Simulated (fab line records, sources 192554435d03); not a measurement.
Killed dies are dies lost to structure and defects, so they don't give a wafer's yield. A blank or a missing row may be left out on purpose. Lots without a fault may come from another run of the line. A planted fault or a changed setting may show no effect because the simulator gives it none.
Which tool did it? | flow n5_finfet | 12 lots, 36 wafers sampled, at 5 steps of a route of 1938

WHAT THE GAUGES READ, wafer by wafer
N5_BEOL_M5_CD_MEAS_28: target cd 30.6 nm, target cd y 20 nm.
lot  | measured     | on        | cd_nm (nm)
L076 | day 9 08:49  | cd_sem-03 | 30.69 30.90 30.58
L079 | day 10 12:37 | cd_sem-02 | 30.57 30.42 30.25
L078 | day 10 18:43 | cd_sem-01 | 30.48 30.39 30.86
L080 | day 11 00:44 | cd_sem-01 | 30.72 30.74 30.58
L082 | day 11 18:38 | cd_sem-02 | 30.09 30.24 30.67
L085 | day 12 09:48 | cd_sem-01 | 30.42 30.41 30.74
L087 | day 12 17:59 | cd_sem-03 | 30.46 30.70 30.60
L088 | day 13 12:32 | cd_sem-03 | 30.47 30.75 30.92
L091 | day 13 15:57 | cd_sem-01 | 30.13 30.89 30.55
L093 | day 14 01:34 | cd_sem-01 | 30.88 30.66 30.47
L095 | day 15 07:38 | cd_sem-03 | 30.67 30.62 30.46
L097 | day 15 19:49 | cd_sem-02 | 31.10 31.05 30.59

WHICH TOOL RAN EACH LOT (tool, then ch and the chambers of the sampled wafers, then the start)
lot  | N5_BEOL_M4_ANNEAL_95         | N5_BEOL_M4_PRE_CLEAN_60          | N5_BEOL_M5_CURE_79            | N5_BEOL_M5_HM_DEP_02
L076 | pvd_sputter-02, day 9 02:48  | cvd_co-02 ch 0,1,2, day 9 03:50  | uv_cure-02 ch 1, day 9 05:13  | pvd_sputter-02, day 9 07:25
L079 | pvd_sputter-02, day 10 05:13 | cvd_co-02 ch 0,1,2, day 10 06:11 | uv_cure-01 ch 1, day 10 07:44 | pvd_sputter-01, day 10 09:46
L078 | pvd_sputter-01, day 10 12:15 | cvd_co-01 ch 0,2, day 10 13:13   | uv_cure-02 ch 0, day 10 14:32 | pvd_sputter-02, day 10 16:43
L080 | pvd_sputter-02, day 10 16:11 | cvd_co-02 ch 0,1,2, day 10 17:09 | uv_cure-01 ch 1, day 10 18:34 | pvd_sputter-03, day 10 19:50
L082 | pvd_sputter-03, day 11 13:47 | cvd_co-02 ch 0,1, day 11 14:46   | uv_cure-03 ch 0, day 11 16:04 | pvd_sputter-01, day 11 17:04
L085 | pvd_sputter-03, day 11 22:38 | cvd_co-02 ch 0,2, day 11 23:37   | uv_cure-03 ch 0, day 12 01:04 | pvd_sputter-03, day 12 03:34
L087 | pvd_sputter-02, day 12 03:36 | cvd_co-02 ch 0,1, day 12 06:10   | uv_cure-01 ch 1, day 12 08:19 | pvd_sputter-03, day 12 10:35
L088 | pvd_sputter-02, day 13 06:36 | cvd_co-02 ch 1,2, day 13 08:41   | uv_cure-03 ch 2, day 13 10:01 | pvd_sputter-03, day 13 10:55
L091 | pvd_sputter-03, day 13 10:25 | cvd_co-02 ch 1,2, day 13 11:26   | uv_cure-03 ch 1, day 13 13:03 | pvd_sputter-03, day 13 13:35
L093 | pvd_sputter-01, day 13 17:30 | cvd_co-02 ch 0,2, day 13 18:28   | uv_cure-01 ch 0, day 13 19:51 | pvd_sputter-02, day 13 21:07
L095 | pvd_sputter-03, day 15 01:35 | cvd_co-02 ch 0,2, day 15 02:45   | uv_cure-01 ch 1, day 15 04:06 | pvd_sputter-03, day 15 05:03
L097 | pvd_sputter-02, day 15 10:58 | cvd_co-01 ch 1,2, day 15 12:46   | uv_cure-03 ch 1, day 15 14:03 | pvd_sputter-03, day 15 15:35
- N5_BEOL_M4_ANNEAL_95: time 240 s.
- N5_BEOL_M4_PRE_CLEAN_60: time 15 s.
- N5_BEOL_M5_CURE_79: cures SiCOH lowk, time 240 s.
- N5_BEOL_M5_HM_DEP_02: deposits TiN, target thk 20 nm.

THE ANSWER, worked out from the rows above alone
Rule: what is usual is taken from the lots themselves. Put in order of their means at a reading, lots are off if they are a third of the lots or fewer, leave a main group of 4 or more, and stand apart from it by a gap of 3 or more times the standard deviation of the main group's means; of several such gaps the widest counts. A main group whose means are all the same, to the digits that the tables above print for the reading, isn't used. A lot without any number at a reading at which 4 lots or more have one is off too. The other lots that the step has rows for count as sound.
No lot is off at any reading shown: from this, nothing can be told.

WHAT THE SIMULATOR HAD PUT IN
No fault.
